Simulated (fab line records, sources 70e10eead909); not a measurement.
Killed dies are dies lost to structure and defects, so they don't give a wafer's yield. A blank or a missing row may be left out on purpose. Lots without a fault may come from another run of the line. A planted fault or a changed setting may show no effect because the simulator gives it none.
A struck lot beside a sound one | flow nand_harc | 15 steps out of a route of 1302
Sound: wafers L581.4, L581.5, L581.6. Struck: wafers L572.2, L572.4, L572.6. The cause comes at the end.
At each step with rows: each side's tool, then ch and its chambers, then its first start. Under that, the readings that differ: sound wafers | struck wafers | difference of the means | sigmas: that difference in standard deviations of wafers without a fault.
alike: readings whose means differ by less than 2 such deviations, and words and numbers that are the same on both sides. not compared: withheld readings, readings that some wafer has no value for, bounds like >300 that may hide the same value, and numbers for which the record gives no deviation and whose values overlap.
The two part at a step that has a row with sigmas, a row that says differs or no value, or rows on one side only. Numbers that don't overlap but have no deviation are shown without sigmas and don't part them. A reading that every wafer of one side lacks parts them only if that side has two wafers or more.

first, 1 step without rows for these wafers: NHARC_A_CHANNEL_HOLE_D1_SRD_29.
NHARC_A_CHANNEL_HOLE_D1_CD_MEAS_30:
  sound on cd_sem-02, day 15 02:42; struck on cd_sem-03, day 10 23:58
  alike: cd_nm
then, 1 step without rows for these wafers: NHARC_A_CHANNEL_HOLE_D1_XSEM_31.
NHARC_A_CHANNEL_HOLE_D1_INSPECT_40:
  sound on defect_inspect-02, day 15 02:53; struck on defect_inspect-01, day 11 00:09
  alike: raw_defect_count
then, 2 steps without rows for these wafers: NHARC_A_CHANNEL_FILL_D1_PRECLEAN_00 (cleans in SC1); NHARC_A_CHANNEL_FILL_D1_SRD_01.
NHARC_A_CHANNEL_FILL_D1_ALD_02: deposits SiO2, target thk 6 nm, pulse time 10 s, ald cycles 60.
  sound on ald_hk-01 ch 0,1,2, day 15 03:32; struck on ald_hk-01 ch 0,2, day 11 00:20
  alike: heater_power_w, precursor_pulse_height_rel
then, 1 step without rows for these wafers: NHARC_A_CHANNEL_FILL_D1_ALD_03 (deposits SiNx, target thk 6 nm, pulse time 60 s, ald cycles 58).
NHARC_A_CHANNEL_FILL_D1_ALD_14: deposits SiO2, target thk 2.5 nm, pulse time 10 s, ald cycles 25.
  sound on ald_hk-01 ch 0,2,3, day 15 10:33; struck on ald_hk-04 ch 1,2,3, day 11 07:43
  alike: heater_power_w, precursor_pulse_height_rel
NHARC_A_CHANNEL_FILL_D1_ALD_15: deposits SiNx, target thk 2 nm, pulse time 60 s, ald cycles 19.
  sound on ald_sin_batch-02 ch 0; struck on ald_sin_batch-01 ch 0
  alike: precursor_pulse_height_rel
NHARC_A_CHANNEL_FILL_D1_ALD_16: deposits SiO2, target thk 1.5 nm, pulse time 10 s, ald cycles 15.
  sound on ald_hk-01 ch 0,2,3, day 15 18:29; struck on ald_hk-03 ch 1,2, day 11 12:54
  alike: heater_power_w, precursor_pulse_height_rel
then, 1 step without rows for these wafers: NHARC_A_CHANNEL_FILL_D1_ANNEAL_17 (time 1800 s).
NHARC_A_CHANNEL_FILL_D1_CVD_18: deposits poly-Si, target thk 3 nm.
  sound on lpcvd_poly-03 ch 0, day 16 04:21; struck on lpcvd_poly-03, day 11 22:44
  no value came back on the struck wafers for spike_tc_bottom_C (C), spike_tc_centre_C (C), spike_tc_upper_C (C); on the sound wafers spike_tc_bottom_C (C) reads 572.6 571.3 573.0
NHARC_A_CHANNEL_FILL_D1_ETCHBACK_19: etches the open film in HBr/Cl2, target depth 5 nm, time 1.7 s.
  sound on rie_si-01 ch 0,1, day 16 06:26; struck on rie_si-02 ch 0,2, day 12 00:49
  alike: drypump_motor_current_A, mfc_cl2_sccm, oes_product_au, throttle_valve_pct
  not compared: rf_hours_counter_h
-- the record jumps here: 14 days lie between the struck wafers' starts before and after (it left off in module A_CHANNEL_FILL_D1 and takes up again in module END, whose first step shown is number 1302 of the route) --
NHARC_END_SORT_01:
  sound on prober-01 ch 0, day 31 05:53; struck on prober-01 ch 0, day 25 20:37
  reading         | sound    | struck      | difference | sigmas
  killed_at_array | 31 35 50 | 676 674 674 | +636       | +42
  killed_dies     | 32 43 51 | 677 677 677 | +635       | +42
  alike: killed_at_other, killed_at_periphery, killed_open, killed_short

WHERE THEY PART
First at NHARC_A_CHANNEL_FILL_D1_CVD_18; last, within this record, at NHARC_END_SORT_01.

WHY: what the simulator had put in
Skipped step whole: lpcvd_poly-03, from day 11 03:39 on, at NHARC_A_CHANNEL_FILL_D1_CVD_18. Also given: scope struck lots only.
